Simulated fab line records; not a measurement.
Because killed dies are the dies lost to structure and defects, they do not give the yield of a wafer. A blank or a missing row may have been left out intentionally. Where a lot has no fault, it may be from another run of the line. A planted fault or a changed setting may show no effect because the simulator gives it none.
8D (eight disciplines) problem report, filled in by code || flow n5_finfet || the parts of the form that need people (team, actions taken, sign-off) are left out

1. WHAT WENT WRONG
Mean of etch_rf_on_time_s at N5_FIN_SAQP_ETCH_57: 38.0 s across 6 wafers in 3 lots; on wafers with no fault it is 46.2 s (standard deviation 1.1). Relative to the usual mean, that is a shift of -7.5 standard deviations.
The step: etches SiNx in CH3F/O2, target depth 32.5 nm, time 46.4 s.
Seen first at day 5 08:29 on rie_diel-01, wafer L260.5. The record has a number at this step for 27 wafers belonging to 9 lots. Rule for "out", or "out of limits": more than 4 standard deviations from the usual mean. The rest of the wafers with a number are treated as sound.

2. WHAT IT IS AND WHAT IT IS NOT
{"question": "which readings at this step", "is": "etch_rf_on_time_s", "is not": "rf_vpp_V, showerhead_plenum_p_Torr, throttle_valve_pct"}
{"question": "which lots", "is": "L260, L261, L263", "is not": "L248, L253, L254, L255, L256, L270"}
{"question": "which wafers of those lots", "is": "L260.5, L260.6, L261.2, L261.5, L263.5, L263.6", "is not": "L260.1, L261.3, L263.4"}
{"question": "read on which tools", "is": "rie_diel-01, rie_diel-03, rie_diel-04", "is not": "-"}
{"question": "when", "is": "from day 5 08:29", "is not": "up to then (16 sound wafers); but 5 sound wafers of L261, L263, L270 came after"}

3. SUSPECTS, AND WHAT RULES EACH OUT
Counting: any tool at a process step up to the reading remains a suspect provided it ran every lot that is out. Sound lots after the first of them don't rule it out here, since some wafers of a struck lot are sound.
- rie_si-03 at N5_FIN_SAQP_MANDREL_ETCH_22 (etches a-Si in HBr/Cl2, stops on SiNx, target depth 60 nm, bt time 10 s, time 30 s): kept. Every lot that is out went through it, the first being L260 (day 5 05:49); the last sound lot it ran before that was L256 (day 4 04:49).
Left after counting: rie_si-03 at N5_FIN_SAQP_MANDREL_ETCH_22.

4. THE CAUSE (what the simulator had put in)
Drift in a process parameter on rie_si-03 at N5_FIN_SAQP_MANDREL_ETCH_22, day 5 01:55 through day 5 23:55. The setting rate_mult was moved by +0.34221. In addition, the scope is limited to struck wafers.
This tool alone remained once counting was done.

5. SEQUENCE OF EFFECTS, ordered by route
Each row: a reading where the mean over the struck wafers with a number is more than 3 standard deviations away from the usual. Only readings for which the record gives a usual standard deviation are gone through. hours: the time from each lot's start at the first step in this table that gives one to its start at this step, as a median over the lots. sigmas: the change in usual standard deviations.
{"hours": 0, "step": "N5_FIN_SAQP_ETCH_57", "reading": "etch_rf_on_time_s", "usual": "46.2 s", "on struck wafers": 38.0, "change": -8.2, "sigmas": -7.5}
Here are the process steps it includes:
- N5_FIN_SAQP_ETCH_57: etches SiNx in CH3F/O2, target depth 32.5 nm, time 46.4 s.
Later measuring or inspecting steps at which every struck wafer that the step has a row for has a number for every such reading, and none has moved that far: N5_BEOL_M4_RC_MEAS_101.

6. HOW IT WOULD HAVE BEEN CAUGHT EARLIER
7 hours passed between the start of the fault at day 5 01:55 and the first reading out of limits in this record, taken at day 5 08:29.
An alarm limit of 4 standard deviations would not have fired on the tool readings at N5_FIN_SAQP_MANDREL_ETCH_22 for which the record gives a usual standard deviation, since none of them was out on any struck wafer.
Lots out: 3; of these, L261, L263 started N5_FIN_SAQP_MANDREL_ETCH_22 on rie_si-03 after day 5 08:29. A hold on the tool at that time would have spared those 2.
